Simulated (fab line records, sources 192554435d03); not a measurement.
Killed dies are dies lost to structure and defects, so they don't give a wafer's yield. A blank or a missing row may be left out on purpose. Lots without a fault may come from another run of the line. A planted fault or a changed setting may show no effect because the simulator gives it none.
Which tool did it? | flow n5_finfet | 9 lots, 27 wafers sampled, at 6 steps of a route of 1938

WHAT THE GAUGES READ, wafer by wafer
N5_MOL_CONTACT_COAG_CD_MEAS_101: target cd 16 nm. Usual: cd_nm 15.9 nm, standard deviation 0.32.
lot  | measured     | on        | cd_nm (nm)     | flag
L966 | day 5 05:28  | cd_sem-03 | 16.5 16.2 15.9 |
L975 | day 7 13:38  | cd_sem-03 | 16.4 16.4 16.1 |
L976 | day 7 20:07  | cd_sem-01 | 15.5 15.6 15.7 |
L978 | day 8 18:31  | cd_sem-01 | 16.2 15.8 16.5 |
L979 | day 8 18:49  | cd_sem-03 | 15.5 15.8 15.5 |
L980 | day 9 02:56  | cd_sem-02 | 15.3 15.9 15.0 |
L982 | day 9 12:53  | cd_sem-03 | 16.0 15.4 15.7 |
L985 | day 10 03:49 | cd_sem-01 | 16.0 15.7 15.6 |
L986 | day 10 04:54 | cd_sem-02 | 15.7 16.0 16.1 |

N5_BEOL_M0_SAQP_THK_MEAS_05. Usual: thk_nm 60.2 nm, standard deviation 0.86.
lot  | measured     | on            | thk_nm (nm)    | flag
L966 | day 5 14:13  | film_metro-02 | 61.4 60.6 61.3 |
L975 | day 7 19:26  | film_metro-02 | 55.7 61.3 60.5 |
L976 | day 8 04:31  | film_metro-01 | 55.8 59.7 61.3 |
L978 | day 8 23:06  | film_metro-02 | 57.4 60.7 61.4 |
L979 | day 9 02:04  | film_metro-01 | 59.7 60.9 60.4 |
L980 | day 9 07:49  | film_metro-02 | 59.0 60.4 59.3 |
L982 | day 9 18:04  | film_metro-02 | 59.6 59.4 59.6 |
L985 | day 10 10:04 | film_metro-01 | 60.2 59.6 62.7 |
L986 | day 10 11:41 | film_metro-02 | 60.3 61.3 61.4 |

N5_BEOL_M4_RC_MEAS_101. Usual: DIBL_N 35.8 mV/V, standard deviation 1.6; DIBL_P 36.0 mV/V, standard deviation 1.9; IOFF_N 0.151 nA/um, standard deviation 0.029; IOFF_P 0.21 nA/um, standard deviation 0.037; ION_N 673 uA/um, standard deviation 12; ION_P 463 uA/um, standard deviation 7.3; SS_N 71.5 mV/dec, standard deviation 0.58; SS_P 73.2 mV/dec, standard deviation 0.61; VT_N 251 mV, standard deviation 3.3; VT_P -250 mV, standard deviation 3.3.
lot  | measured     | on        | DIBL_N (mV/V)  | DIBL_P (mV/V)  | IOFF_N (nA/um)    | IOFF_P (nA/um) | ION_N (uA/um) | ION_P (uA/um) | SS_N (mV/dec)  | SS_P (mV/dec)  | VT_N (mV)   | VT_P (mV)      | flag
L966 | day 7 18:14  | prober-02 | 35.4 36.9 38.8 | 34.9 35.9 37.9 | 0.115 0.139 0.175 | 0.18 0.19 0.23 | 662 667 679   | 461 463 462   | 70.7 71.1 72.4 | 72.2 72.0 73.5 | 256 254 250 | -253 -251 -250 |
L975 | day 9 21:20  | prober-02 | 34.8 34.7 35.2 | 35.5 36.2 35.7 | 0.154 0.152 0.161 | 0.22 0.24 0.23 | 681 685 672   | 478 478 460   | 71.6 71.5 72.5 | 72.6 72.9 73.2 | 254 253 250 | -247 -244 -245 |
L976 | day 10 23:20 | prober-02 | 35.1 32.7 35.1 | 36.2 34.1 37.4 | 0.152 0.119 0.175 | 0.22 0.19 0.25 | 666 669 691   | 462 465 475   | 72.1 70.8 71.3 | 72.9 73.1 73.8 | 254 252 247 | -247 -248 -247 |
L978 | day 11 09:23 | prober-02 | 34.1 35.6 34.4 | 33.3 35.7 35.0 | 0.110 0.138 0.121 | 0.15 0.17 0.17 | 647 674 664   | 447 459 455   | 71.5 71.9 70.9 | 72.4 73.0 73.3 | 252 251 253 | -255 -252 -253 |
L979 | day 11 17:49 | prober-02 | 35.3 34.6 37.0 | 37.5 36.7 39.5 | 0.143 0.137 0.182 | 0.23 0.21 0.26 | 660 670 686   | 466 467 472   | 70.9 71.1 72.6 | 73.9 72.3 73.8 | 253 250 250 | -247 -250 -247 |
L980 | day 11 21:02 | prober-02 | 38.4 37.6 35.3 | 38.4 36.6 34.5 | 0.191 0.158 0.130 | 0.24 0.20 0.18 | 689 674 651   | 473 455 448   | 71.1 71.8 71.3 | 73.7 73.1 73.1 | 247 251 252 | -250 -252 -252 |
L982 | day 12 14:29 | prober-02 | 35.2 38.9 35.8 | 33.6 39.2 35.5 | 0.151 0.229 0.163 | 0.21 0.31 0.24 | 688 695 678   | 470 476 470   | 71.8 71.9 72.0 | 73.0 74.0 73.4 | 250 244 248 | -247 -245 -246 |
L985 | day 12 20:47 | prober-02 | 35.8 33.0 35.1 | 36.4 32.9 35.1 | 0.151 0.107 0.144 | 0.23 0.17 0.21 | 665 649 672   | 460 454 461   | 71.4 70.8 71.1 | 72.8 72.0 73.1 | 251 252 252 | -247 -252 -250 |
L986 | day 13 10:53 | prober-01 | 34.1 38.7 34.6 | 35.2 39.7 37.3 | 0.132 0.234 0.162 | 0.18 0.26 0.22 | 647 708 687   | 459 469 470   | 71.3 72.9 72.3 | 73.8 74.2 73.6 | 253 244 246 | -253 -247 -254 |

WHICH TOOL RAN EACH LOT (tool, then ch and the chambers of the sampled wafers, then the start)
lot  | N5_MOL_CONTACT_COAG_ALD_133      | N5_MOL_CONTACT_COAG_ETCHBACK_134  | N5_BEOL_M0_SAQP_PECVD_04
L966 | ald_sin-01 ch 0,1, day 5 04:46   | rie_diel-02 ch 0,1,2, day 5 04:57 | pecvd-02 ch 1,2, day 5 14:07
L975 | ald_sin-02 ch 0,1,2, day 7 12:31 | rie_diel-03 ch 0,3, day 7 13:07   | pecvd-02 ch 0,1,2, day 7 19:20
L976 | ald_sin-02 ch 0,1,2, day 7 19:23 | rie_diel-03 ch 0,2, day 7 19:36   | pecvd-02 ch 1,2, day 8 04:26
L978 | ald_sin-02 ch 1,2, day 8 17:50   | rie_diel-03 ch 0,1,3, day 8 18:01 | pecvd-02 ch 1,2, day 8 23:00
L979 | ald_sin-02 ch 0,3, day 8 18:01   | rie_diel-04 ch 0,2, day 8 18:18   | pecvd-01 ch 1,2, day 9 01:59
L980 | ald_sin-04 ch 0,2,3, day 9 02:12 | rie_diel-04 ch 0,2,3, day 9 02:26 | pecvd-01 ch 0,1,2, day 9 07:43
L982 | ald_sin-01 ch 1,2,3, day 9 12:11 | rie_diel-04 ch 0,1, day 9 12:23   | pecvd-04 ch 0,1, day 9 17:56
L985 | ald_sin-02 ch 2,3, day 10 03:07  | rie_diel-04 ch 2,3, day 10 03:18  | pecvd-01 ch 0,1,2, day 10 09:59
L986 | ald_sin-02 ch 0,3, day 10 03:46  | rie_diel-02 ch 0,3, day 10 04:23  | pecvd-01 ch 0,2, day 10 11:36
- N5_MOL_CONTACT_COAG_ALD_133: deposits SiO2, target thk 5 nm, pulse time 1 s, co reactant pulse time 1 s.
- N5_MOL_CONTACT_COAG_ETCHBACK_134: etches SiO2 in CHF3, target depth 10 nm, time 6.7 s.
- N5_BEOL_M0_SAQP_PECVD_04: deposits a-Si from SiH4/He, target thk 60 nm, time 60.2 s.

WHAT THE TOOLS THEMSELVES READ (means of the sampled wafers that have a number; where no wafer has one, the mark that the record gives instead)
N5_MOL_CONTACT_COAG_ALD_133. Usual: heater_power_w 81 W, standard deviation 9.6; precursor_pulse_height_rel 1.002, standard deviation 0.02.
lot  | tool       | heater_power_w (W) | precursor_pulse_height_rel | flag
L966 | ald_sin-01 | 83                 | 1.009                      |
L975 | ald_sin-02 | 76                 | 1.004                      |
L976 | ald_sin-02 | 76                 | 1.014                      |
L978 | ald_sin-02 | 80                 | 1.000                      |
L979 | ald_sin-02 | 71                 | 0.986                      |
L980 | ald_sin-04 | 94                 | 0.988                      |
L982 | ald_sin-01 | 80                 | 1.024                      |
L985 | ald_sin-02 | 74                 | 0.998                      |
L986 | ald_sin-02 | 70                 | 0.996                      |

N5_MOL_CONTACT_COAG_ETCHBACK_134. Usual: drypump_motor_current_A 5.8 A, standard deviation 0.48; oes_product_au 0.77 a.u., standard deviation 0.091; rf_vpp_V 528 V, standard deviation 12; showerhead_plenum_p_Torr 2.38 Torr, standard deviation 0.089; throttle_valve_pct 18.71 %, standard deviation 0.22.
lot  | tool        | drypump_motor_current_A (A) | oes_product_au (a.u.) | rf_vpp_V (V) | showerhead_plenum_p_Torr (Torr) | throttle_valve_pct (%) | flag
L966 | rie_diel-02 | 5.6                         | 0.73                  | 532          | 2.40                            | 18.74                  |
L975 | rie_diel-03 | 5.6                         | 0.73                  | 519          | 2.33                            | 18.70                  |
L976 | rie_diel-03 | 5.5                         | 0.78                  | 533          | 2.38                            | 18.49                  |
L978 | rie_diel-03 | 5.5                         | 0.83                  | 520          | 2.43                            | 18.52                  |
L979 | rie_diel-04 | 6.0                         | 0.79                  | 533          | 2.34                            | 18.80                  |
L980 | rie_diel-04 | 6.2                         | 0.83                  | 537          | 2.41                            | 18.79                  |
L982 | rie_diel-04 | 6.6                         | 0.95                  | 533          | 2.47                            | 18.55                  |
L985 | rie_diel-04 | 5.9                         | 0.74                  | 532          | 2.30                            | 18.88                  |
L986 | rie_diel-02 | 5.4                         | 0.71                  | 528          | 2.29                            | 18.62                  |

N5_BEOL_M0_SAQP_PECVD_04. Usual: heater_power_w 650 W, standard deviation 66; showerhead_plenum_p_Torr 5.70 Torr, standard deviation 0.042; throttle_valve_pct 17.4 %, standard deviation 0.6.
lot  | tool     | heater_power_w (W) | showerhead_plenum_p_Torr (Torr) | throttle_valve_pct (%) | flag
L966 | pecvd-02 | 624                | 5.68                            | 17.2                   |
L975 | pecvd-02 | 636                | 5.66                            | 17.5                   |
L976 | pecvd-02 | 685                | 5.68                            | 17.3                   |
L978 | pecvd-02 | 634                | 5.68                            | 17.2                   |
L979 | pecvd-01 | 708                | 5.73                            | 17.4                   |
L980 | pecvd-01 | 673                | 5.74                            | 17.4                   |
L982 | pecvd-04 | 632                | 5.67                            | 17.7                   |
L985 | pecvd-01 | 646                | 5.74                            | 17.4                   |
L986 | pecvd-01 | 631                | 5.76                            | 16.8                   |

THE ANSWER, worked out from the rows above alone
Rule: a lot is off if the mean of its wafers that have a number lies more than 3 standard deviations from the usual mean. A lot without any number at a reading at which 4 lots or more have one is off too. The other lots that the step has rows for count as sound. The gauges are gone through in route order, then the tools' own readings, and for those a lot's mean is taken as printed above. The first step at which some lot is off is used, and at that step the reading that is off furthest; a lot without a number counts as furthest.
No lot is off at any reading shown: from this, nothing can be told.

WHAT THE SIMULATOR HAD PUT IN
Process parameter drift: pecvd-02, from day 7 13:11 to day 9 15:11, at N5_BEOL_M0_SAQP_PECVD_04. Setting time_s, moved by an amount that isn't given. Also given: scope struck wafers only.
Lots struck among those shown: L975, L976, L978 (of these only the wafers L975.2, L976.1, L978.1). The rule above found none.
